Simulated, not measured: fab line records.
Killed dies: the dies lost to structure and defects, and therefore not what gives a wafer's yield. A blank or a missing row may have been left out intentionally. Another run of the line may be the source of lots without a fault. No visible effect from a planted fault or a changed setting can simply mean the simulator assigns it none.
Which of the tools did it? -- flow n5-finfet -- 6 lots with 16 wafers sampled at 2 steps, on a route of 1938 steps

== WHAT EACH GAUGE READ, for each wafer ==
N5_BEOL_M13_CD_MEAS_28 targets a cd of 209.5 nm.
lot,measured,on,cd-nm (nm)
L218,day 12 15:55,cd-sem-02,210.5 211.1 211.8
L222,day 12 19:40,cd-sem-02,209.9 211.1
L220,day 13 08:26,cd-sem-02,210.1 209.5 210.8
L221,day 14 08:05,cd-sem-02,209.5 211.5 209.7
L230,day 15 17:23,cd-sem-01,247.9 251.8 251.1
L236,day 16 17:08,cd-sem-03,210.1 206.6

== EACH LOT AND THE TOOL THAT RAN IT (in order: tool; ch and the chambers of the sampled wafers; start) ==
lot,N5_BEOL_M13_EXPOSE_25
L218,"krf-scanner-02 ch 0, day 12 15:44"
L222,"krf-scanner-02 ch 0, day 12 19:29"
L220,"krf-scanner-01 ch 0, day 13 08:16"
L221,"krf-scanner-02 ch 0, day 14 07:54"
L230,"krf-scanner-01 ch 0, day 15 17:13"
L236,"krf-scanner-02 ch 0, day 16 16:58"
- N5_BEOL_M13_EXPOSE_25: exposes mask M13, target cd 210 nm.

== THE ANSWER, worked out from the rows above alone ==
Rule: usual is defined by the lots themselves. Put in order of their means at a reading, lots are off if they are a third of the lots or fewer, leave a main group of 4 or more, and stand apart from it by a gap of 3 or more times the standard deviation of the main group's means; of several such gaps the widest counts. If all means in a main group match to the digits the tables above print for the reading, that group is not used. Also off: a lot with no number at a reading for which 4 or more lots have one. All remaining lots with rows at the step are treated as sound.
Off: L230 (N5_BEOL_M13_CD_MEAS_28, cd-nm). Main group: mean 210.1 nm, sd 0.93.
If a tool, at a process step before that reading, ran all the lots that are off and no sound lot after the first of them, it fits. Gauges at N5_BEOL_M13_CD_MEAS_28: tried the same way as those tools. Undecided on this evidence; 2 tools fit (krf-scanner-01 at N5_BEOL_M13_EXPOSE_25, cd-sem-01 at N5_BEOL_M13_CD_MEAS_28).

== WHAT THE SIMULATOR HAD INSERTED ==
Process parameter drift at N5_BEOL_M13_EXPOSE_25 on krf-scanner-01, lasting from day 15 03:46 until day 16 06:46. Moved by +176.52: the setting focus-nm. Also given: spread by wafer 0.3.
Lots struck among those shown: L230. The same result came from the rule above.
